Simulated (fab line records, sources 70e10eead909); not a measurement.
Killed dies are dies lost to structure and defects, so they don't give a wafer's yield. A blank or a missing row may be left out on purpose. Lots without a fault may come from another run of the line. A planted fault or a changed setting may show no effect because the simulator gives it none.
A struck lot beside a sound one | flow nand_harc | 17 steps out of a route of 1302
Sound: wafers L294.1, L294.2, L294.3. Struck: wafers L307.1, L307.2, L307.3. The cause comes at the end.
At each step with rows: each side's tool, then ch and its chambers, then its first start. Under that, the readings that differ: sound wafers | struck wafers | difference of the means | sigmas: that difference in standard deviations of wafers without a fault.
alike: readings whose means differ by less than 2 such deviations, and words and numbers that are the same on both sides. not compared: withheld readings, readings that some wafer has no value for, bounds like >300 that may hide the same value, and numbers for which the record gives no deviation and whose values overlap.
The two part at a step that has a row with sigmas, a row that says differs or no value, or rows on one side only. Numbers that don't overlap but have no deviation are shown without sigmas and don't part them. A reading that every wafer of one side lacks parts them only if that side has two wafers or more.

NHARC_A_M1_INSPECT_11:
  sound on defect_inspect-02, day 23 13:39; struck on defect_inspect-02, day 28 11:31
  alike: raw_defect_count
then, 1 step without rows for these wafers: NHARC_A_M1_DESCUM_14 (chemistry O2, time 3 s).
NHARC_A_M1_ETCH_35: etches the open film in N2/H2, target depth 40 nm, overetch 12 nm, time 43.94 s.
  sound on rie_diel-10 ch 0,2,3, day 23 13:48; struck on rie_diel-10 ch 0,2,3, day 28 11:39
  reading                | sound       | struck      | difference | sigmas
  rf_hours_counter_h (h) | 4.4 2.9 4.5 | 1.0 0.8 1.0 | -3.0       |
  alike: drypump_motor_current_A, oes_product_au, rf_vpp_V, showerhead_plenum_p_Torr, throttle_valve_pct
then, 1 step without rows for these wafers: NHARC_A_M1_ETCH_15 (etches the open film in C4F8/Ar, target depth 182.5 nm, time 91.2 s).
NHARC_A_M1_CD_MEAS_16:
  sound on cd_sem-02, day 23 14:01; struck on cd_sem-03, day 28 11:52
  alike: cd_nm
NHARC_A_M1_STRIP_18: strips in N2/H2.
  sound on rie_diel-04 ch 0,1,3, day 23 14:05; struck on rie_diel-04 ch 1,2,3, day 28 11:58
  reading                | sound       | struck      | difference | sigmas
  rf_hours_counter_h (h) | 0.1 0.1 0.1 | 6.8 7.0 7.5 | +7.0       |
  alike: drypump_motor_current_A, oes_product_au, rf_vpp_V, showerhead_plenum_p_Torr, throttle_valve_pct
then, 3 steps without rows for these wafers: NHARC_A_M1_ETCH_28 (etches the open film in CF4/N2, target depth 30 nm, time 72.99 s); NHARC_A_M1_STRIP_19 (strips in post etch residue remover, time 600 s); NHARC_A_M1_DEGAS_29 (time 60 s).
NHARC_A_M1_PRE_CLEAN_30: time 30 s.
  sound on pvd_sputter-02; struck on pvd_sputter-01
  alike: heater_power_w
NHARC_A_M1_PVD_20: deposits TaN, target thk 5 nm, time 8.06 s.
  sound on pvd_sputter-02; struck on pvd_sputter-01
  alike: throttle_valve_pct
then, 1 step without rows for these wafers: NHARC_A_M1_PVD_21 (deposits Cu, target thk 30 nm, time 20.49 s).
NHARC_A_M1_ECD_22: material Cu, target thk 400 nm.
  sound on ecd_cu-01 ch 0,1, day 23 15:07; struck on ecd_cu-01 ch 0,1, day 28 12:56
  no value came back on the struck wafers for bath_heat_duty_pct (%), bath_temp_c (C); on the sound wafers bath_heat_duty_pct (%) reads 6.3 5.0 5.6
NHARC_A_M1_ANNEAL_31: time 90 s.
  sound on rtp_anneal-02 ch 0, day 23 15:31; struck on rtp_anneal-01 ch 0, day 28 13:19
  alike: wafer_temp_C_max
NHARC_A_M1_CMP_23: polishes, t overpolish 20 s, target thk 154.34 nm.
  sound on cmp-03 ch 1,2,3, day 23 15:54; struck on cmp-03 ch 0,1,2, day 28 13:40
  reading                | sound          | struck      | difference | sigmas
  time_to_endpoint_s (s) | 25.2 28.0 24.2 | 2.4 1.3 2.1 | -23.9      | -11
  alike: motor_current_A, slurry_filter_dp_kPa
NHARC_A_M1_THK_MEAS_24: measures by xrf.
  sound on film_metro-02, day 23 16:11; struck on film_metro-01, day 28 13:59
  reading     | sound             | struck         | difference | sigmas
  thk_nm (nm) | 154.6 153.2 153.3 | 30.8 30.2 31.8 | -122.8     | -82
then, 1 step without rows for these wafers: NHARC_A_M1_SRD_25.

WHERE THEY PART
First at NHARC_A_M1_ECD_22; last, within this record, at NHARC_A_M1_THK_MEAS_24.

WHY: what the simulator had put in
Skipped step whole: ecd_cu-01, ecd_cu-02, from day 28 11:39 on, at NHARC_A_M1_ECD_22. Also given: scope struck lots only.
